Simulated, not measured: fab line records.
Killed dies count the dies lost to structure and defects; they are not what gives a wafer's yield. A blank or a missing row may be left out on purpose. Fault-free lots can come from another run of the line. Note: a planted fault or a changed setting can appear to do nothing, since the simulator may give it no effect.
fab line records	flow nandHarc
[record] lots = 13	wafers = 37	lastDay = 33
route steps=1302 shown A_CHANNEL_FILL_D1@496 A_DECK1_JOINT@530 A_ONON_D2@545 END@1302
lots with no fault: from the same line, run without faults
startH: the number of hours between the record's first day and the start of the first shown wafer of the lot	waitH: hours since the lot's step before	" repeats the value in the row above	L1.1+2: a row that stands for several wafers	- no value, or no start was given	* or withheld: withheld	< > ~ a bound
route shown NAME@n: names a module that has steps shown in the file, with the first one's number in the route	usual: mean/standard deviation of fault-free wafers	same: alike in all rows	chamber/n: place in a boat	sites: each site's reading	_std_site: how widely they spread, as a standard deviation	_edge_site: inner sites' mean taken away from outer sites' mean	radiusMm: for every site, how far away it sits from the centre of the wafer	mask NAME#n: copy n	behind: the most recent tool/chamber to have shaped the wafer	hold: why the lot went on hold/how many hours it stayed there/how the hold came to an end	device: names the non-switching transistor (n, p or np)	end of line: tests of these same wafers at the route's end	a step with no rows: only its recipe	killed: count of dies lost to structure and defects at first sort (not the wafer's yield)	map: shows each die of a wafer: x if killed, . if not, _ if none is there
set.NAME: the setting that was run; set.NAME@STEP: the one run at that earlier step	model.NAME: the simulator's own value behind a step, which no gauge read
one table for each step of the route and one row for each wafer, over a sample of lots
services: from which hour (startH, from the record's first day; less than 0 if before it) a tool's chamber was out of use, for how many hours, and why
[[steps]]
[step NHARC_A_CHANNEL_FILL_D1_ALD_16]
[recipe] targetThkA = 15	pulseTimeS = 10	aldCycles = 15	tempC = 300	material = SiO2
[usual] heaterPowerW = 476/25	precursorPulseHeightRel = 0.999/0.021
[same] aldCycles = 15
lot.wafer	tool	chamber	startH	waitH	heaterPowerW	precursorPulseHeightRel
L280.4	aldHk-01	0	204.16	0.1	496	0.952
L280.3	"	1	"	"	461	0.986
L280.5	"	0	"	"	495	1.002
L279.3	aldHk-01	0	216.62	0.8	495	0.975
L279.4	"	1	"	"	450	0.976
L279.6	"	1	"	"	453	0.997
L281.2	aldHk-04	3	228.58	0.0	469	0.993
L281.5	"	0	"	"	468	0.982
L284.2	aldHk-01	2	249.06	0.1	520	1.034
L284.1	"	3	"	"	478	1.011
L284.6	"	1	"	"	483	0.993
L285.2	aldHk-01	2	261.40	0.1	522	0.984
L285.5	"	0	"	"	489	0.991
L291.3	aldHk-01	2	319.34	0.2	531	0.993
L291.6	"	2	"	"	524	0.985
L291.5	"	3	"	"	460	1.018
L294.3	aldHk-01	1	346.77	0.0	457	0.987
L294.1	"	3	"	"	468	0.994
L294.6	"	2	"	"	524	1.034
L293.3	aldHk-04	2	346.77	0.0	463	0.977
L293.4	"	1	"	"	431	1.024
L293.6	"	3	"	"	468	1.009
L297.3	aldHk-02	2	375.46	0.1	438	0.971
L297.1	"	1	"	"	485	1.000
L297.6	"	2	"	"	454	1.039
L298.1	aldHk-01	1	396.51	0.1	462	1.010
L298.2	"	2	"	"	525	1.015
L298.6	"	1	"	"	458	0.965
L299.3	aldHk-01	3	404.22	0.1	472	1.007
L299.2	"	0	"	"	470	1.029
L299.6	"	2	"	"	518	1.017
L300.4	aldHk-04	3	412.49	0.1	445	1.033
L300.3	"	0	"	"	451	0.995
L300.2	"	1	"	"	433	1.004
L301.3	aldHk-02	3	417.61	0.0	470	1.012
L301.1	"	0	"	"	461	0.990
L301.2	"	1	"	"	494	0.945
[step NHARC_A_DECK1_JOINT_ETCHBACK_00]
[recipe] targetDepthA = 300	timeS = 17.4	hbrFlowSccm = 150	rfW = 350	icpW = 350	biasW = 60	chemistry = HBr
[usual] drypumpMotorCurrentA = 5.7/0.36	hbrFlowSccm = 150.0/0.49	oesProductAu = 1.001/0.0075	throttleValvePct = 23.265/0.0087
lot.wafer	tool	chamber	startH	waitH	drypumpMotorCurrentA	hbrFlowSccm	oesProductAu	rfHoursCounterH	throttleValvePct
L280.3	rieSi-05	1	248.08	0.1	6.1	150.1	1.007	0.6	23.266
L280.4	"	3	"	"	6.4	149.7	1.018	0.6	23.256
L280.5	"	0	"	"	5.5	150.2	0.996	-	23.265
L279.3	rieSi-05	2	262.97	0.1	6.0	150.9	0.992	0.7	23.265
L279.4	"	1	"	"	6.1	149.4	1.006	0.7	23.271
L279.6	"	3	"	"	6.5	149.7	1.012	-	23.255
L281.2	rieSi-02	0	274.83	0.1	5.6	150.2	0.996	1.3	23.272
L281.5	"	1	"	"	5.4	150.0	0.993	-	23.280
L284.1	rieSi-03	1	295.97	0.1	5.4	150.7	0.993	0.3	23.264
L284.2	"	2	"	"	5.5	150.2	1.000	0.3	23.265
L284.6	"	3	"	"	6.0	149.6	0.996	-	23.270
L285.2	rieSi-02	3	308.18	0.1	6.0	150.3	1.009	0.2	23.261
L285.5	"	0	"	"	5.6	149.8	0.992	-	23.253
L291.3	rieSi-02	3	365.15	0.1	5.9	149.3	1.007	0.6	23.265
L291.5	"	1	"	"	5.4	150.0	0.993	-	23.274
L291.6	"	2	"	"	5.7	150.4	1.001	-	23.263
L293.3	rieSi-05	3	393.14	0.1	6.4	150.1	0.994	0.5	23.261
L293.4	"	1	"	"	6.1	150.4	0.993	0.4	23.272
L293.6	"	3	"	"	6.4	150.8	1.000	-	23.250
L294.3	rieSi-03	1	393.16	0.1	5.4	151.1	1.003	0.9	23.246
L294.1	"	3	"	"	6.0	150.2	1.007	1.0	23.261
L294.6	"	1	"	"	5.4	151.1	0.999	-	23.256
L297.1	rieSi-03	3	421.96	0.1	6.0	150.2	0.993	0.1	23.250
L297.3	"	0	"	"	5.3	150.3	0.988	0.1	23.253
L297.6	"	2	"	"	5.5	150.3	1.000	-	23.262
L298.1	rieSi-05	3	444.50	0.1	6.5	150.0	1.005	0.9	23.253
L298.2	"	1	"	"	6.1	150.1	1.007	0.7	23.261
L298.6	"	3	"	"	6.5	150.7	1.007	-	23.266
L299.2	rieSi-03	3	451.42	0.1	6.0	149.7	1.010	0.2	23.257
L299.3	"	2	"	"	5.6	149.9	1.009	0.3	23.274
L299.6	"	3	"	"	6.0	149.8	1.006	-	23.271
L300.4	rieSi-05	2	459.04	0.1	6.1	150.1	1.014	0.8	23.275
L300.3	"	0	"	"	5.5	150.3	1.012	1.0	23.244
L300.2	"	1	"	"	6.1	150.4	1.004	0.8	23.256
L301.2	rieSi-02	3	466.09	0.1	5.9	149.3	1.011	0	23.254
L301.1	"	0	"	"	5.5	150.0	1.009	0	23.273
L301.3	"	1	"	"	5.4	149.7	0.996	0	23.271
[step NHARC_A_ONON_D2_DEP_00]
[recipe] targetThkA = 10000	n2FlowSccm = 2750	n2oFlowSccm = 2000	nh3FlowSccm = 500	sih4FlowSccm = 210	tempC = 400
[usual] sih4FlowSccm = 210.1/0.66
lot.wafer	tool	chamber	startH	waitH	sih4FlowSccm
L280.3	pecvdOnon-02	0	270.29	0.2	210.7
L280.4	"	0	"	"	209.4
L280.5	"	0	"	"	209.7
L279.3	pecvdOnon-02	0	289.61	0.2	210.1
L279.4	"	0	"	"	210.0
L279.6	"	0	"	"	210.1
L281.2	pecvdOnon-02	0	298.97	0.1	209.4
L281.5	"	0	"	"	209.7
L284.1	pecvdOnon-02	0	319.25	0.1	209.6
L284.2	"	0	"	"	211.0
L284.6	"	0	"	"	210.0
L285.2	pecvdOnon-02	0	333.04	0.1	210.1
L285.5	"	0	"	"	209.7
L291.3	pecvdOnon-02	0	391.97	0.2	211.2
L291.5	"	0	"	"	209.4
L291.6	"	0	"	"	209.9
L294.1	pecvdOnon-04	0	420.14	0.1	210.0
L294.3	"	0	"	"	210.7
L294.6	"	0	"	"	210.8
L293.3	pecvdOnon-02	0	420.25	0.2	210.6
L293.4	"	0	"	"	210.5
L293.6	"	0	"	"	210.8
L297.1	pecvdOnon-02	0	449.25	0.1	210.4
L297.3	"	0	"	"	209.0
L297.6	"	0	"	"	209.3
L298.1	pecvdOnon-02	0	467.36	0.1	209.5
L298.2	"	0	"	"	210.3
L298.6	"	0	"	"	209.1
L299.2	pecvdOnon-04	0	475.32	0.1	210.2
L299.3	"	0	"	"	210.5
L299.6	"	0	"	"	209.9
L300.2	pecvdOnon-04	0	480.86	0.1	209.1
L300.3	"	0	"	"	210.2
L300.4	"	0	"	"	209.3
L301.1	pecvdOnon-02	0	496.85	0.1	210.0
L301.2	"	0	"	"	209.1
L301.3	"	0	"	"	209.9
[step NHARC_A_ONON_D2_THK_MEAS_02]
[recipe] thkMeasGauge = ellipsometry
[usual] thkNm = 1005/12
lot.wafer	tool	chamber	startH	waitH	thkNm
L280.3	filmMetro-01	-	270.68	-	1007
L280.4	"	-	"	"	1007
L280.5	"	-	"	"	1006
L279.3	filmMetro-02	-	290.01	-	996
L279.4	"	-	"	"	995
L279.6	"	-	"	"	997
L281.2	filmMetro-02	-	299.42	-	1033
L281.5	"	-	"	"	1477
L284.1	filmMetro-02	-	319.77	-	994
L284.2	"	-	"	"	993
L284.6	"	-	"	"	1436
L285.2	filmMetro-02	-	333.49	-	1007
L285.5	"	-	"	"	1451
L291.3	filmMetro-01	-	392.36	-	997
L291.5	"	-	"	"	1000
L291.6	"	-	"	"	997
L294.1	filmMetro-01	-	420.64	-	1020
L294.3	"	-	"	"	1019
L294.6	"	-	"	"	1019
L293.3	filmMetro-02	-	420.65	-	1000
L293.4	"	-	"	"	999
L293.6	"	-	"	"	1000
L297.1	filmMetro-01	-	449.75	-	1015
L297.3	"	-	"	"	1017
L297.6	"	-	"	"	1014
L298.1	filmMetro-01	-	467.86	-	1009
L298.2	"	-	"	"	1011
L298.6	"	-	"	"	1009
L299.2	filmMetro-02	-	475.77	-	987
L299.3	"	-	"	"	987
L299.6	"	-	"	"	985
L300.2	filmMetro-02	-	481.31	-	999
L300.3	"	-	"	"	998
L300.4	"	-	"	"	998
L301.1	filmMetro-01	-	497.36	-	1021
L301.2	"	-	"	"	1020
L301.3	"	-	"	"	1023
[step NHARC_A_ONON_D2_THK_MEAS_05]
[recipe] thkMeasGauge = ellipsometry
[usual] thkNm = 996/11
lot.wafer	tool	chamber	startH	waitH	thkNm
L280.3	filmMetro-01	-	271.25	-	988
L280.4	"	-	"	"	990
L280.5	"	-	"	"	990
L279.3	filmMetro-02	-	290.57	-	1000
L279.4	"	-	"	"	999
L279.6	"	-	"	"	1000
L281.2	filmMetro-02	-	299.99	-	974
L281.5	"	-	"	"	974
L284.1	filmMetro-02	-	320.33	-	984
L284.2	"	-	"	"	983
L284.6	"	-	"	"	984
L285.2	filmMetro-01	-	334.05	-	1000
L285.5	"	-	"	"	998
L291.3	filmMetro-01	-	392.93	-	1001
L291.5	"	-	"	"	1002
L291.6	"	-	"	"	1002
L293.3	filmMetro-01	-	421.21	-	998
L293.4	"	-	"	"	999
L293.6	"	-	"	"	999
L294.1	filmMetro-02	-	421.21	-	985
L294.3	"	-	"	"	984
L294.6	"	-	"	"	986
L297.1	filmMetro-01	-	450.32	-	1009
L297.3	"	-	"	"	1007
L297.6	"	-	"	"	1005
L298.1	filmMetro-01	-	468.42	-	1014
L298.2	"	-	"	"	1018
L298.6	"	-	"	"	1015
L299.2	filmMetro-01	-	476.34	-	995
L299.3	"	-	"	"	994
L299.6	"	-	"	"	995
L300.2	filmMetro-02	-	481.87	-	994
L300.3	"	-	"	"	995
L300.4	"	-	"	"	995
L301.1	filmMetro-02	-	497.93	-	989
L301.2	"	-	"	"	991
L301.3	"	-	"	"	989
[step NHARC_END_SORT_01]
[recipe] tempC = 25
[usual] killedAtArray = 53/18	killedAtOther = 0.9/1.3	killedAtPeriphery = 4/3.1	killedDies = 58/18	killedOpen = 3.4/2	killedShort = 2.5/1.8
[same] grossDies = 677
lot.wafer	tool	chamber	startH	waitH	killedAtArray	killedAtOther	killedAtPeriphery	killedDies	killedOpen	killedShort
L284.1	prober-01	0	594.41	2.5	105	0	5	110	7	8
L284.2	prober-01	0	595.21	2.8	101	0	5	106	2	6
L284.6	prober-01	0	598.38	4.0	87	1	7	95	3	1
L285.2	prober-02	0	613.04	2.8	35	0	3	38	3	2
L285.5	prober-02	0	615.39	3.6	25	0	8	33	3	3
L294.1	prober-02	0	697.32	2.5	47	0	11	58	4	5
L294.3	prober-02	0	698.90	3.1	52	0	3	55	2	2
L294.6	prober-02	0	701.27	4.0	60	1	3	64	3	3
L297.1	prober-01	0	745.23	2.5	44	0	1	45	2	3
L297.3	prober-01	0	746.82	3.1	38	1	13	52	1	3
L297.6	prober-01	0	749.21	4.0	38	3	5	46	3	2
// killed by level:class
L284.1 A_CHANNEL_HOLE_D2:chamberFilmFlake=31 A_SLIT:chamberFilmFlake=27 A_CHANNEL_HOLE_D1:chamberFilmFlake=20 A_STAIRCASE:chamberFilmFlake=8 A_CHANNEL_FILL_D1:geometricParticle:short=3 A_M0:geometricParticle:open=3 P_M1:chamberFilmFlake=3 A_CHANNEL_FILL_D1:chamberFilmFlake=3
L284.2 A_CHANNEL_HOLE_D1:chamberFilmFlake=33 A_SLIT:chamberFilmFlake=23 A_CHANNEL_HOLE_D2:chamberFilmFlake=22 A_STAIRCASE:chamberFilmFlake=7 A_CONTACT:chamberFilmFlake=5 P_M1:chamberFilmFlake=4 A_CHANNEL_FILL_D1:chamberFilmFlake=3 A_WL_FILL:geometricParticle:short=2
L284.6 A_CHANNEL_HOLE_D1:chamberFilmFlake=28 A_CHANNEL_HOLE_D2:chamberFilmFlake=26 A_SLIT:chamberFilmFlake=22 A_STAIRCASE:chamberFilmFlake=8 P_M1:chamberFilmFlake=4 P_CONTACT:geometricParticle:short=1 P_CONTACT:geometricParticle:open=1 A_WL_FILL:geometricParticle:open=1
L285.2 A_CHANNEL_HOLE_D2:chamberFilmFlake=11 A_CHANNEL_HOLE_D1:chamberFilmFlake=5 A_STAIRCASE:chamberFilmFlake=4 A_SGD_CUT:chamberFilmFlake=4 A_DECK1_JOINT:chamberFilmFlake=3 A_CHANNEL_FILL_D2:chamberFilmFlake=3 P_CONTACT:geometricParticle:open=1 A_CHANNEL_FILL_D2:geometricParticle:short=1
L285.5 A_CHANNEL_HOLE_D2:chamberFilmFlake=13 A_DECK1_JOINT:chamberFilmFlake=3 A_CONTACT:chamberFilmFlake=3 P_CONTACT:geometricParticle:open=2 P_ZERO_WELL:chamberFilmFlake=2 A_CHANNEL_FILL_D2:chamberFilmFlake=2 P_GATE:geometricParticle:short=1 P_M0:geometricParticle:open=1
L294.1 A_SLIT:chamberFilmFlake=16 A_CHANNEL_HOLE_D2:chamberFilmFlake=11 A_CHANNEL_HOLE_D1:chamberFilmFlake=7 A_CONTACT:chamberFilmFlake=6 P_M2:chamberFilmFlake=4 P_M2:geometricParticle:open=2 P_ZERO_WELL:chamberFilmFlake=2 A_STAIRCASE:chamberFilmFlake=2
L294.3 A_SLIT:chamberFilmFlake=21 A_CHANNEL_HOLE_D2:chamberFilmFlake=12 A_CHANNEL_HOLE_D1:chamberFilmFlake=6 A_CONTACT:chamberFilmFlake=6 A_STAIRCASE:chamberFilmFlake=2 A_ONON_D2:geometricParticle:open=1 A_SGD_CUT:geometricParticle:short=1 A_M0:geometricParticle:open=1
L294.6 A_SLIT:chamberFilmFlake=23 A_CHANNEL_HOLE_D2:chamberFilmFlake=18 A_CHANNEL_HOLE_D1:chamberFilmFlake=3 A_CHANNEL_FILL_D1:chamberFilmFlake=3 A_STAIRCASE:chamberFilmFlake=3 A_CONTACT:chamberFilmFlake=3 P_M2:chamberFilmFlake=2 A_ONON_D1:geometricParticle:short=1
L297.1 A_CHANNEL_HOLE_D1:chamberFilmFlake=19 A_CONTACT:chamberFilmFlake=8 A_SLIT:chamberFilmFlake=6 A_CHANNEL_HOLE_D2:chamberFilmFlake=3 A_WL_FILL:chamberFilmFlake=2 A_ONON_D1:geometricParticle:open=1 A_CHANNEL_FILL_D1:geometricParticle:open=1 A_ONON_D2:geometricParticle:short=1
L297.3 A_CHANNEL_HOLE_D1:chamberFilmFlake=12 A_CONTACT:chamberFilmFlake=11 P_GATE:chamberFilmFlake=10 A_STAIRCASE:chamberFilmFlake=5 A_SLIT:chamberFilmFlake=5 A_CHANNEL_HOLE_D2:chamberFilmFlake=2 P_CONTACT:geometricParticle:short=1 P_M0:geometricParticle:open=1
L297.6 A_CHANNEL_HOLE_D1:chamberFilmFlake=15 A_CONTACT:chamberFilmFlake=7 A_SLIT:chamberFilmFlake=7 P_M2:chamberFilmFlake=3 THIN_TSV:chamberFilmFlake=3 A_STAIRCASE:chamberFilmFlake=2 P_M0:geometricParticle:open=1 A_ONON_D1:geometricParticle:short=1
[[services]]
tool	chamber	startH	hours	kind
pecvdOnon-02	-	185.00	13.0	pm
rieSi-02	3	211.18	14.9	repair
rieSi-03	-	221.00	9.0	pm
aldHk-04	-	254.49	10.0	pm
rieSi-03	-	266.85	15.3	repair
rieSi-02	-	277.00	9.0	pm
aldHk-01	-	296.30	10.0	pm
aldHk-01	0	296.30	10.0	ventCycle
aldHk-01	1	296.30	10.0	ventCycle
aldHk-01	2	296.30	10.0	ventCycle
aldHk-01	3	296.30	10.0	ventCycle
rieSi-05	-	305.00	9.0	pm
pecvdOnon-04	-	311.00	13.0	pm
aldHk-02	-	349.30	10.0	pm
rieSi-03	2	355.23	9.7	repair
pecvdOnon-02	-	366.00	13.0	pm
rieSi-03	-	398.00	9.0	pm
aldHk-04	-	405.85	0.3	repair
rieSi-05	2	410.25	12.0	repair
aldHk-04	-	432.49	10.0	pm
rieSi-02	-	454.00	9.0	pm
rieSi-03	-	480.57	0.5	repair
rieSi-05	-	482.00	9.0	pm
pecvdOnon-04	-	492.00	13.0	pm
[[key]]
[firstSign] step = NHARC_A_ONON_D2_THK_MEAS_02	reading = thkNm	direction = up	sigmas = 38	usual = 1005	struck = 1455
effect none on later readings
metAt NHARC_A_ONON_D2_DEP_00
struckLots L281,L284,L285
struckWafers L281.5,L284.6,L285.5
sortLeftOut L281.5
testerLeftOut L281,L284,L285
notActingAt NHARC_A_CHANNEL_FILL_D1_ALD_16,NHARC_A_DECK1_JOINT_ETCHBACK_00,NHARC_A_ONON_D2_THK_MEAS_05
onsetBetween 289.61 298.97
[fault] kind = processParameterDrift	tool = pecvdOnon-02	chamber = -	onsetH = 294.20	steps = NHARC_A_ONON_D2_DEP_00	channel = targetThkA	offset = *	shape = step	endH = 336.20	scope = struckWafersOnly	actsIn = *	stated = *
// testerLeftOut: of these lots the tester's yield and bins aren't shown, on N5 and GAA mostly nor the transistor test; their killed dies are dies lost to structure and defects alone, not to doping, threshold or leakage, so they don't give the yield
// sortLeftOut: the simulated sort isn't trusted on such a fault, so these wafers' sort isn't shown, and their yield isn't known
